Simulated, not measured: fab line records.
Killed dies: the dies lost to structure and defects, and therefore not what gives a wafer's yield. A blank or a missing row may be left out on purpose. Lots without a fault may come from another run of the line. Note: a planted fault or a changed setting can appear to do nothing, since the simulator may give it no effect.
fab line records | flow nand_harc
record: lots: 7 wafers: 21 last_day: 24
route steps=1159 shown P_GATE@207 P_CONTACT@217 END@1159
lots that met no fault: taken from a fault-free run of the same line
start_h: the number of hours between the record's first day and the start of the first shown wafer of the lot | wait_h: time in hours since the lot's previous step | " unchanged from the row above | L1.1+2: one row covering several wafers at once | - no value, or no start given | * or withheld: withheld | < > ~ a bound
route shown NAME@n: NAME is a module with steps in the file, n the number in the route of the first one | usual: mean/standard deviation of fault-free wafers | same: alike in all rows | chamber/n: place in a boat | sites: per-site readings | _std_site: how widely they spread, as a standard deviation | _edge_site: mean of outer sites minus mean of inner sites | radius_mm: how far each site lies from the wafer's centre | mask NAME#n: copy n | behind: tool/chamber where the wafer was last shaped | hold: cause of the lot's hold/its duration in hours/its outcome | device: names the non-switching transistor (n, p or np) | end of line: tests of these same wafers at the route's end | a step given without rows: its recipe and nothing more | killed: not the wafer's yield, but the dies lost to structure and defects at the first sort | map: the dies of a wafer, with x for killed, . for not killed, _ for no die there
set.NAME: the setting as run; set.NAME@STEP: as run at that earlier step | model.NAME: the simulator's own value behind a step, which no gauge read
lots seen at some steps along the route; tables by step, rows by wafer
services: when a tool's chamber went out of use (start_h, in hours from the record's first day, below 0 if earlier), for how many hours, and the reason
== steps ==
step: NHARC_P_GATE_RTA_64
recipe: temp_c: 1050 time_s: 1
usual: lamp_power_pct: 35.3/0.87 lamp_zone_7_pct: 35.7/0.88 wafer_temp_C_max: 1054.4/1.4
same: time_s: 1
columns lot.wafer tool chamber start_h wait_h lamp_power_pct lamp_zone_7_pct wafer_temp_C_max
L658.1 rtp_anneal-01 0 132.66 - 34.5 35.1 1054.2
L658.3 " 0 " " 34.6 35.0 1053.4
L658.6 " 0 " " 34.6 35.1 1053.3
L662.2 rtp_anneal-02 0 153.50 - 36.4 36.8 1054.7
L662.3 " 0 " " 36.4 36.8 1055.9
L662.6 " 0 " " 36.4 36.9 1054.8
L663.2 rtp_anneal-01 0 161.83 - 34.5 35.1 1052.2
L663.3 " 0 " " 34.6 35.0 1053.8
L663.4 " 0 " " 34.6 35.0 1053.6
L665.1 rtp_anneal-02 0 165.93 - 36.3 36.8 1055.2
L665.4 " 0 " " 36.3 36.7 1055.3
L665.6 " 0 " " 36.3 36.8 1056.9
L669.1 rtp_anneal-02 0 199.39 - 36.4 36.8 1056.2
L669.4 " 0 " " 36.4 36.9 1058.5
L669.6 " 0 " " 36.4 36.8 1055.4
L675.1 rtp_anneal-01 0 236.43 - 34.6 35.1 1053.6
L675.2 " 0 " " 34.6 35.1 1054.5
L675.4 " 0 " " 34.7 35.0 1052.3
L677.4 rtp_anneal-01 0 240.73 - 34.6 35.0 1053.8
L677.5 " 0 " " 34.6 35.1 1053.8
L677.6 " 0 " " 34.6 35.0 1053.9
step: NHARC_P_GATE_ETCH_77
recipe: target_depth_a: 60 chemistry: dHF material: SiO2
step: NHARC_P_GATE_DEGAS_109
recipe: temp_c: 300 time_s: 60
usual: heater_power_w: 480/48
same: time_s: 60
columns lot.wafer tool chamber start_h wait_h heater_power_w
L658.1 pvd_sputter-03 - 132.96 0.1 446
L658.3 " - " " 506
L658.6 " - " " 512
L662.3 pvd_sputter-03 - 153.77 0.1 472
L662.2 " - " " 493
L662.6 " - " " 470
L663.3 pvd_sputter-03 - 162.10 0.1 465
L663.2 " - " " 542
L663.4 " - " " 446
L665.4 pvd_sputter-03 - 166.23 0.1 545
L665.1 " - " " 497
L665.6 " - " " 526
L669.1 pvd_sputter-01 - 199.73 0.1 407
L669.4 " - " " 463
L669.6 " - " " 402
L675.4 pvd_sputter-02 - 236.74 0.1 424
L675.1 " - " " 531
L675.2 " - " " 566
L677.4 pvd_sputter-02 - 240.95 0.1 432
L677.6 " - " " 528
L677.5 " - " " 431
step: NHARC_P_GATE_PRE_CLEAN_110
recipe: time_s: 30 bias_v: 200 gas: Ar
step: NHARC_P_GATE_SPUTTER_78
recipe: target_thk_a: 100 material: Ni
step: NHARC_P_GATE_SPUTTER_79
recipe: target_thk_a: 100 material: TiN
step: NHARC_P_GATE_RTA_80
recipe: temp_c: 300 time_s: 30
usual: lamp_power_pct: 2.11/0.054 lamp_zone_7_pct: 2.21/0.057 wafer_temp_C_max: 301.3/0.45
same: time_s: 30
columns lot.wafer tool chamber start_h wait_h lamp_power_pct lamp_zone_7_pct wafer_temp_C_max
L658.1 rtp_anneal-01 0 133.26 - 2.06 2.16 301.0
L658.3 " 0 " " 2.06 2.16 301.1
L658.6 " 0 " " 2.06 2.16 300.9
L662.2 rtp_anneal-02 0 154.09 - 2.17 2.27 301.7
L662.3 " 0 " " 2.17 2.27 301.1
L662.6 " 0 " " 2.17 2.27 301.6
L663.2 rtp_anneal-01 0 162.43 - 2.06 2.16 300.7
L663.3 " 0 " " 2.06 2.16 300.8
L663.4 " 0 " " 2.06 2.16 301.1
L665.1 rtp_anneal-02 0 166.52 - 2.17 2.27 301.5
L665.4 " 0 " " 2.17 2.28 301.7
L665.6 " 0 " " 2.17 2.28 302.8
L669.1 rtp_anneal-01 0 200.03 - 2.06 2.16 301.0
L669.4 " 0 " " 2.06 2.16 300.7
L669.6 " 0 " " 2.06 2.16 300.6
L675.1 rtp_anneal-01 0 237.18 - 2.06 2.16 301.2
L675.2 " 0 " " 2.06 2.16 301.7
L675.4 " 0 " " 2.06 2.16 301.1
L677.4 rtp_anneal-01 0 241.33 - 2.06 2.16 301.0
L677.5 " 0 " " 2.06 2.16 301.0
L677.6 " 0 " " 2.06 2.16 301.0
step: NHARC_P_GATE_STRIP_67
recipe: time_s: 600 temp_c: 130 chemistry: SPM
step: NHARC_P_GATE_RTA_82
recipe: temp_c: 450 time_s: 30
step: NHARC_P_GATE_INSPECT_68
usual: raw_defect_count: 196/70
columns lot.wafer tool chamber start_h wait_h raw_defect_count
L658.1 defect_inspect-02 - 133.92 0.2 168
L658.3 " - " " 191
L658.6 " - " " 222
L662.2 defect_inspect-02 - 154.90 0.3 139
L662.3 " - " " 153
L662.6 " - " " 220
L663.2 defect_inspect-02 - 163.06 0.1 174
L663.3 " - " " 239
L663.4 " - " " 180
L665.1 defect_inspect-02 - 167.19 0.2 262
L665.4 " - " " 312
L665.6 " - " " 168
L669.1 defect_inspect-01 - 200.68 0.2 322
L669.4 " - " " 450
L669.6 " - " " 260
L675.1 defect_inspect-02 - 237.84 0.2 113
L675.2 " - " " 174
L675.4 " - " " 113
L677.4 defect_inspect-02 - 242.26 0.1 157
L677.5 " - " " 158
L677.6 " - " " 94
step: NHARC_P_CONTACT_DEP_30
recipe: target_thk_a: 300 temp_c: 400 target_thk_nm: 30 flow_sccm: 200 rf_w: 450 material: SiNx
usual: heater_power_w: 737/87
columns lot.wafer tool chamber start_h wait_h heater_power_w since_wet_clean_h
L658.1 pecvd-03 1 133.99 0.1 891 10
L658.3 " 2 " " 683 10
L658.6 " 0 " " 715 -
L662.3 pecvd-03 1 154.96 0.1 916 31
L662.2 " 2 " " 593 31
L662.6 " 2 " " 609 -
L663.2 pecvd-03 2 163.12 0.1 692 39
L663.3 " 0 " " 662 39
L663.4 " 0 " " 648 -
L665.1 pecvd-01 0 167.26 0.1 734 98
L665.4 " 1 " " 754 -
L665.6 " 2 " " 816 -
L669.1 pecvd-01 2 200.92 0.2 799 132
L669.4 " 1 " " 690 -
L669.6 " 0 " " 816 -
L675.2 pecvd-04 1 237.91 0.1 640 30
L675.1 " 0 " " 599 30
L675.4 " 2 " " 820 -
L677.5 pecvd-04 0 242.44 0.2 683 -
L677.4 " 1 " " 573 -
L677.6 " 2 " " 825 -
step: NHARC_P_CONTACT_DEP_00
recipe: target_thk_a: 5000 temp_c: 400 pressure_torr: 6.5 rf_w: 900 teos_flow_sccm: 161.4 flow_sccm: 2650 target_thk_nm: 500 gas: O2 material: SiO2
usual: heater_power_w: 571/90 throttle_valve_pct: 16.0/0.31
columns lot.wafer tool chamber start_h wait_h heater_power_w since_wet_clean_h throttle_valve_pct
L658.1 pecvd-03 1 - - 681 10 15.9
L658.3 " 2 " " 511 10 15.9
L658.6 " 0 " " 589 - 16.0
L662.3 pecvd-03 1 - - 740 31 15.5
L662.2 " 2 " " 484 31 15.9
L662.6 " 2 " " 488 - 15.9
L663.2 pecvd-03 2 - - 408 39 15.8
L663.3 " 0 " " 605 39 15.9
L663.4 " 0 " " 618 - 16.0
L665.1 pecvd-01 0 - - 531 99 15.8
L665.4 " 1 " " 588 - 16.4
L665.6 " 2 " " 607 - 16.8
L669.1 pecvd-01 2 - - 633 132 16.4
L669.4 " 1 " " 466 - 16.6
L669.6 " 0 " " 524 - 15.9
L675.2 pecvd-04 1 - - 440 30 15.7
L675.1 " 0 " " 433 30 15.6
L675.4 " 2 " " 559 - 16.2
L677.5 pecvd-04 0 - - 517 - 15.5
L677.4 " 1 " " 401 - 15.7
L677.6 " 2 " " 713 - 16.2
step: NHARC_P_CONTACT_CMP_01
recipe: target_thk_nm: 200 material: SiO2
usual: edge_zone_pressure_frac: 0.999/0.005 motor_current_A: 11.9/1.1 slurry_flow_ml_min: 150.0/0.46
columns lot.wafer tool chamber start_h wait_h edge_zone_pressure_frac motor_current_A slurry_flow_ml_min
L658.3 cmp-01 1 134.72 - 1.003 13.5 150.1
L658.1 " 3 " " 0.996 12.0 149.1
L658.6 " 1 " " 1.005 13.2 149.7
L662.3 cmp-02 1 155.68 - - - -
L662.2 " 2 " " - - -
L662.6 " 1 " " - - -
L663.2 cmp-01 0 163.83 - - - -
L663.4 " 1 " " - - -
L663.3 " 2 " " - - -
L665.4 cmp-02 0 168.02 - - - -
L665.1 " 1 " " - - -
L665.6 " 3 " " - - -
L669.4 cmp-04 0 201.62 - 1.004 11.3 149.6
L669.1 " 2 " " 1.007 11.0 149.4
L669.6 " 3 " " 1.002 13.2 150.0
L675.2 cmp-02 0 238.62 - 0.991 12.5 149.9
L675.1 " 2 " " 0.995 12.9 149.6
L675.4 " 3 " " 1.001 11.5 149.7
L677.4 cmp-04 2 243.08 - 1.004 10.8 150.9
L677.5 " 0 " " 1.006 12.0 149.5
L677.6 " 1 " " 1.000 9.8 150.3
step: NHARC_END_SORT_01
recipe: temp_c: 25
usual: killed_at_array: 26/10 killed_at_other: 0.5/0.87 killed_at_periphery: 3.0/2.5 killed_dies: 29/11 killed_open: 3.3/1.9 killed_short: 1.8/1.5
same: gross_dies: 677
columns lot.wafer tool chamber start_h wait_h hold killed_at_array killed_at_other killed_at_periphery killed_dies killed_open killed_short
L658.1 prober-02 0 463.28 2.5 - 30 0 2 32 1 1
L658.3 prober-02 0 464.86 3.1 - 36 0 2 38 1 1
L658.6 prober-02 0 467.23 4.0 - 36 0 5 41 2 0
L663.2 prober-01 0 492.10 2.8 await_dispo/2.5h/scrap 30 0 647 677 4 1
L663.3 prober-01 0 492.89 3.1 await_dispo/2.5h/scrap 26 0 651 677 3 2
L663.4 prober-01 0 493.68 3.4 await_dispo/2.5h/scrap 22 0 655 677 1 1
L662.2 prober-02 0 492.12 2.8 await_dispo/6.9h/scrap 24 0 653 677 4 1
L662.3 prober-02 0 492.92 3.1 await_dispo/6.9h/scrap 25 0 652 677 4 1
L662.6 prober-02 0 495.33 4.0 await_dispo/6.9h/scrap 29 0 648 677 3 3
L665.1 prober-01 0 511.50 2.5 await_dispo/3.3h/scrap 19 0 658 677 2 1
L665.4 prober-01 0 513.89 3.4 await_dispo/3.3h/scrap 24 0 653 677 2 3
L665.6 prober-01 0 515.48 4.0 await_dispo/3.3h/scrap 23 0 654 677 2 0
L669.1 prober-01 0 534.21 2.5 - 35 0 4 39 1 4
L669.4 prober-01 0 536.66 3.4 - 26 0 4 30 6 2
L669.6 prober-01 0 538.30 4.1 - 25 0 1 26 2 0
L675.1 prober-01 0 574.35 2.5 - 21 1 5 27 1 0
L675.2 prober-01 0 575.16 2.8 - 15 3 4 22 4 1
L675.4 prober-01 0 576.79 3.4 - 21 2 4 27 1 1
L677.4 prober-01 0 584.60 3.4 - 40 1 5 46 3 3
L677.5 prober-01 0 585.40 3.7 - 35 2 3 40 6 1
L677.6 prober-01 0 586.19 4.0 - 45 1 4 50 3 3
killed by level:class
L658.1 A_CHANNEL_HOLE_D1:chamber_film_flake=16 A_SLIT:chamber_film_flake=7 A_CONTACT:chamber_film_flake=6 P_CONTACT:geometric_particle:short=1 A_CONTACT:geometric_particle:open=1 P_ZERO_WELL:chamber_film_flake=1
L658.3 A_CHANNEL_HOLE_D1:chamber_film_flake=19 A_SLIT:chamber_film_flake=11 A_CONTACT:chamber_film_flake=2 A_CHANNEL_FILL_D1:geometric_particle:short=1 A_M0:geometric_particle:open=1 P_ZERO_WELL:chamber_film_flake=1 P_GATE:chamber_film_flake=1 A_ZERO_WELL:chamber_film_flake=1
L658.6 A_CHANNEL_HOLE_D1:chamber_film_flake=20 A_SLIT:chamber_film_flake=8 A_CONTACT:chamber_film_flake=5 P_CONTACT:geometric_particle:open=1 A_SOURCE_PLATE:geometric_particle:open=1 P_ZERO_WELL:chamber_film_flake=1 P_STI:chamber_film_flake=1 P_GATE:chamber_film_flake=1
L663.2 P_CONTACT:area_cmp=646 A_CHANNEL_HOLE_D1:chamber_film_flake=7 A_SLIT:chamber_film_flake=7 A_CONTACT:chamber_film_flake=7 A_ONON_D1:geometric_particle:open=3 A_SOURCE_PLATE:geometric_particle:open=1 A_CONTACT:geometric_particle:short=1 P_GATE:chamber_film_flake=1
L662.2 P_CONTACT:area_cmp=649 A_CHANNEL_HOLE_D1:chamber_film_flake=21 P_CONTACT:geometric_particle:open=2 P_M0:geometric_particle:open=1 A_ONON_D1:geometric_particle:open=1 A_CHANNEL_FILL_D1:geometric_particle:short=1 P_STI:chamber_film_flake=1 A_CONTACT:chamber_film_flake=1
L663.3 P_CONTACT:area_cmp=651 A_CHANNEL_HOLE_D1:chamber_film_flake=7 A_SLIT:chamber_film_flake=7 A_STAIRCASE:chamber_film_flake=2 A_WL_FILL:geometric_particle:open=2 A_WL_FILL:chamber_film_flake=2 A_CONTACT:chamber_film_flake=2 A_ONON_D1:geometric_particle:short=1
L662.3 P_CONTACT:area_cmp=651 A_CHANNEL_HOLE_D1:chamber_film_flake=14 A_CONTACT:chamber_film_flake=4 A_STAIRCASE:chamber_film_flake=2 P_CONTACT:geometric_particle:open=1 A_WL_FILL:geometric_particle:short=1 A_CONTACT:geometric_particle:open=1 A_BLC:geometric_particle:open=1
L663.4 P_CONTACT:area_cmp=654 A_SLIT:chamber_film_flake=14 A_CHANNEL_HOLE_D1:chamber_film_flake=3 A_WL_FILL:chamber_film_flake=2 A_CHANNEL_HOLE_D1:geometric_particle:short=1 A_CHANNEL_FILL_D1:geometric_particle:open=1 P_GATE:chamber_film_flake=1 A_STAIRCASE:chamber_film_flake=1
L662.6 P_CONTACT:area_cmp=647 A_CHANNEL_HOLE_D1:chamber_film_flake=14 A_CONTACT:chamber_film_flake=7 A_M0:geometric_particle:open=3 A_CHANNEL_FILL_D1:geometric_particle:short=2 A_BONDPAD:chamber_film_flake=2 A_WL_FILL:geometric_particle:short=1 P_STI:chamber_film_flake=1
L665.1 P_CONTACT:area_cmp=655 A_SLIT:chamber_film_flake=13 A_CHANNEL_HOLE_D1:chamber_film_flake=3 P_M0:geometric_particle:open=1 A_STAIRCASE:geometric_particle:open=1 A_SGD_CUT:geometric_particle:short=1 P_STI:chamber_film_flake=1 P_GATE:chamber_film_flake=1
L665.4 P_CONTACT:area_cmp=647 A_SLIT:chamber_film_flake=12 P_GATE:chamber_film_flake=3 A_CHANNEL_HOLE_D1:chamber_film_flake=3 A_CONTACT:chamber_film_flake=3 A_CONTACT:geometric_particle:open=2 P_CONTACT:geometric_particle:short=1 A_CHANNEL_FILL_D1:geometric_particle:short=1
L665.6 P_CONTACT:area_cmp=653 A_SLIT:chamber_film_flake=14 A_CHANNEL_HOLE_D1:chamber_film_flake=5 A_CONTACT:chamber_film_flake=2 A_CONTACT:geometric_particle:open=1 A_M0:geometric_particle:open=1 P_GATE:chamber_film_flake=1
L669.1 A_SLIT:chamber_film_flake=20 A_STAIRCASE:chamber_film_flake=5 A_CHANNEL_HOLE_D1:chamber_film_flake=3 A_CONTACT:chamber_film_flake=3 A_CHANNEL_FILL_D1:geometric_particle:short=2 P_M0:geometric_particle:short=1 A_BLC:geometric_particle:open=1 A_M1:geometric_particle:short=1
L669.4 A_SLIT:chamber_film_flake=15 A_CHANNEL_HOLE_D1:chamber_film_flake=3 A_CONTACT:geometric_particle:open=2 A_CONTACT:chamber_film_flake=2 P_STI:geometric_particle:open=1 P_ZERO_WELL:chamber_film_flake=1 P_GATE:geometric_particle:open=1 P_M0:geometric_particle:open=1
L669.6 A_SLIT:chamber_film_flake=14 A_CHANNEL_HOLE_D1:chamber_film_flake=5 A_STAIRCASE:chamber_film_flake=4 A_CHANNEL_FILL_D1:geometric_particle:open=1 A_M1:geometric_particle:open=1 P_M0:chamber_film_flake=1
L675.1 A_CHANNEL_HOLE_D1:chamber_film_flake=8 A_CONTACT:chamber_film_flake=7 P_M2:chamber_film_flake=4 A_STAIRCASE:chamber_film_flake=2 A_CONTACT:geometric_particle:open=1 P_GATE:chamber_film_flake=1 A_SLIT:chamber_film_flake=1 A_WL_FILL:chamber_film_flake=1
L675.2 A_CHANNEL_HOLE_D1:chamber_film_flake=7 A_STAIRCASE:chamber_film_flake=3 THIN_TSV:chamber_film_flake=3 P_GATE:geometric_particle:open=1 A_SOURCE_PLATE:geometric_particle:open=1 A_CHANNEL_FILL_D1:geometric_particle:short=1 A_CHANNEL_FILL_D1:geometric_particle:open=1 A_SGD_CUT:geometric_particle:open=1
L675.4 A_CONTACT:chamber_film_flake=7 A_CHANNEL_HOLE_D1:chamber_film_flake=6 A_STAIRCASE:chamber_film_flake=5 P_M2:chamber_film_flake=3 THIN_TSV:chamber_film_flake=2 P_M0:geometric_particle:open=1 A_WL_FILL:geometric_particle:short=1 A_WL_FILL:chamber_film_flake=1
L677.4 A_SLIT:chamber_film_flake=12 A_CHANNEL_HOLE_D1:chamber_film_flake=9 A_CONTACT:chamber_film_flake=9 A_STAIRCASE:chamber_film_flake=5 P_GATE:chamber_film_flake=2 A_M0:chamber_film_flake=2 P_GATE:geometric_particle:open=1 P_GATE:geometric_particle:short=1
L677.5 A_SLIT:chamber_film_flake=14 A_CHANNEL_HOLE_D1:chamber_film_flake=10 A_SGD_CUT:geometric_particle:open=2 A_STAIRCASE:chamber_film_flake=2 A_CONTACT:chamber_film_flake=2 THIN_TSV:chamber_film_flake=2 P_GATE:geometric_particle:open=1 P_CONTACT:geometric_particle:open=1
L677.6 A_SLIT:chamber_film_flake=21 A_CHANNEL_HOLE_D1:chamber_film_flake=7 A_CONTACT:chamber_film_flake=7 A_STAIRCASE:chamber_film_flake=5 A_WL_FILL:geometric_particle:short=2 P_GATE:chamber_film_flake=2 P_M1:geometric_particle:open=1 A_SOURCE_PLATE:geometric_particle:short=1
map L662.2 (x killed, . not)
____________x____________
_________xxxxxxx_________
_______xxxxxxxxxxx_______
______xxxxxxxxxxxxx______
_____xxxxxxxxxxxxxxx_____
____xxxxxxxxxxxxxxxxx____
____xxxxxxxxxxxxxxxxx____
___xxxxxxxxxxxxxxxxxxx___
___xxxxxxxxxxxxxxxxxxx___
__xxxxxxxxxxxxxxxxxxxxx__
__xxxxxxxxxxxxxxxxxxxxx__
_xxxxxxxxxxxxxxxxxxxxxxx_
_xxxxxxxxxxxxxxxxxxxxxxx_
_xxxxxxxxxxxxxxxxxxxxxxx_
_xxxxxxxxxxxxxxxxxxxxxxx_
_xxxxxxxxxxxxxxxxxxxxxxx_
xxxxxxxxxxxxxxxxxxxxxxxxx
xxxxxxxxxxxxxxxxxxxxxxxxx
xxxxxxxxxxxxxxxxxxxxxxxxx
xxxxxxxxxxxxxxxxxxxxxxxxx
xxxxxxxxxxxxxxxxxxxxxxxxx
_xxxxxxxxxxxxxxxxxxxxxxx_
_xxxxxxxxxxxxxxxxxxxxxxx_
_xxxxxxxxxxxxxxxxxxxxxxx_
_xxxxxxxxxxxxxxxxxxxxxxx_
_xxxxxxxxxxxxxxxxxxxxxxx_
__xxxxxxxxxxxxxxxxxxxxx__
__xxxxxxxxxxxxxxxxxxxxx__
___xxxxxxxxxxxxxxxxxxx___
___xxxxxxxxxxxxxxxxxxx___
____xxxxxxxxxxxxxxxxx____
____xxxxxxxxxxxxxxxxx____
_____xxxxxxxxxxxxxxx_____
______xxxxxxxxxxxxx______
_______xxxxxxxxxxx_______
_________xxxxxxx_________
____________x____________
map L663.2 (x killed, . not)
____________x____________
_________xxxxxxx_________
_______xxxxxxxxxxx_______
______xxxxxxxxxxxxx______
_____xxxxxxxxxxxxxxx_____
____xxxxxxxxxxxxxxxxx____
____xxxxxxxxxxxxxxxxx____
___xxxxxxxxxxxxxxxxxxx___
___xxxxxxxxxxxxxxxxxxx___
__xxxxxxxxxxxxxxxxxxxxx__
__xxxxxxxxxxxxxxxxxxxxx__
_xxxxxxxxxxxxxxxxxxxxxxx_
_xxxxxxxxxxxxxxxxxxxxxxx_
_xxxxxxxxxxxxxxxxxxxxxxx_
_xxxxxxxxxxxxxxxxxxxxxxx_
_xxxxxxxxxxxxxxxxxxxxxxx_
xxxxxxxxxxxxxxxxxxxxxxxxx
xxxxxxxxxxxxxxxxxxxxxxxxx
xxxxxxxxxxxxxxxxxxxxxxxxx
xxxxxxxxxxxxxxxxxxxxxxxxx
xxxxxxxxxxxxxxxxxxxxxxxxx
_xxxxxxxxxxxxxxxxxxxxxxx_
_xxxxxxxxxxxxxxxxxxxxxxx_
_xxxxxxxxxxxxxxxxxxxxxxx_
_xxxxxxxxxxxxxxxxxxxxxxx_
_xxxxxxxxxxxxxxxxxxxxxxx_
__xxxxxxxxxxxxxxxxxxxxx__
__xxxxxxxxxxxxxxxxxxxxx__
___xxxxxxxxxxxxxxxxxxx___
___xxxxxxxxxxxxxxxxxxx___
____xxxxxxxxxxxxxxxxx____
____xxxxxxxxxxxxxxxxx____
_____xxxxxxxxxxxxxxx_____
______xxxxxxxxxxxxx______
_______xxxxxxxxxxx_______
_________xxxxxxx_________
____________x____________
== services ==
columns tool chamber start_h hours kind
cmp-01 - 111.23 4.0 pm
pecvd-03 - 111.42 13.0 pm
pecvd-01 2 121.67 27.9 repair
pvd_sputter-02 - 124.96 1.4 repair
cmp-02 - 125.97 1.7 repair
cmp-02 - 128.54 4.0 pm
pvd_sputter-01 - 131.36 2.0 repair
cmp-02 - 141.39 0.4 repair
pvd_sputter-01 - 143.99 1.0 repair
pecvd-04 0 149.37 19.1 repair
cmp-02 - 154.22 0.3 repair
pvd_sputter-01 - 158.07 10.0 pm
pvd_sputter-02 - 182.51 2.1 repair
pvd_sputter-02 - 192.38 2.9 repair
pecvd-04 - 195.00 13.0 pm
cmp-04 - 203.00 4.0 pm
cmp-01 - 206.84 3.2 repair
cmp-01 - 210.06 4.0 pm
pvd_sputter-02 - 215.40 10.0 pm
pvd_sputter-01 - 217.98 2.5 repair
cmp-01 - 222.87 1.0 repair
cmp-02 - 226.54 4.0 pm
pecvd-01 - 237.00 13.0 pm
cmp-04 - 238.08 2.6 repair
== key ==
first_sign: step: NHARC_P_CONTACT_CMP_01 reading: tool_record direction: missing
effect: step: NHARC_END_SORT_01 reading: killed_at_periphery direction: up sigmas: 99+ usual: 3.0 struck: 652.3
more_kills_born_at: NHARC_P_CONTACT_CMP_01@cmp-02: 3902 NHARC_P_CONTACT_CMP_01@cmp-01: 1950
met_at NHARC_P_CONTACT_CMP_01
struck_wafers L662.2,L662.3,L662.6,L663.2,L663.3,L663.4,L665.1,L665.4,L665.6
later_rows_left_out L662.2,L662.3,L662.6,L663.2,L663.3,L663.4,L665.1,L665.4,L665.6
tester_left_out L662,L663,L665
onset_between 134.72 155.68
fault: kind: skipped_step_whole tool: cmp-01,cmp-02 chamber: - onset_h: 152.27 steps: NHARC_P_CONTACT_CMP_01 scope: struck_lots_only
tester_left_out: of these lots the tester's yield and bins aren't shown, on N5 and GAA mostly nor the transistor test; their killed dies are dies lost to structure and defects alone, not to doping, threshold or leakage, so they don't give the yield
later_rows_left_out: the simulator's readings of these wafers behind a module that went badly wrong aren't trusted and aren't shown, but for the sort
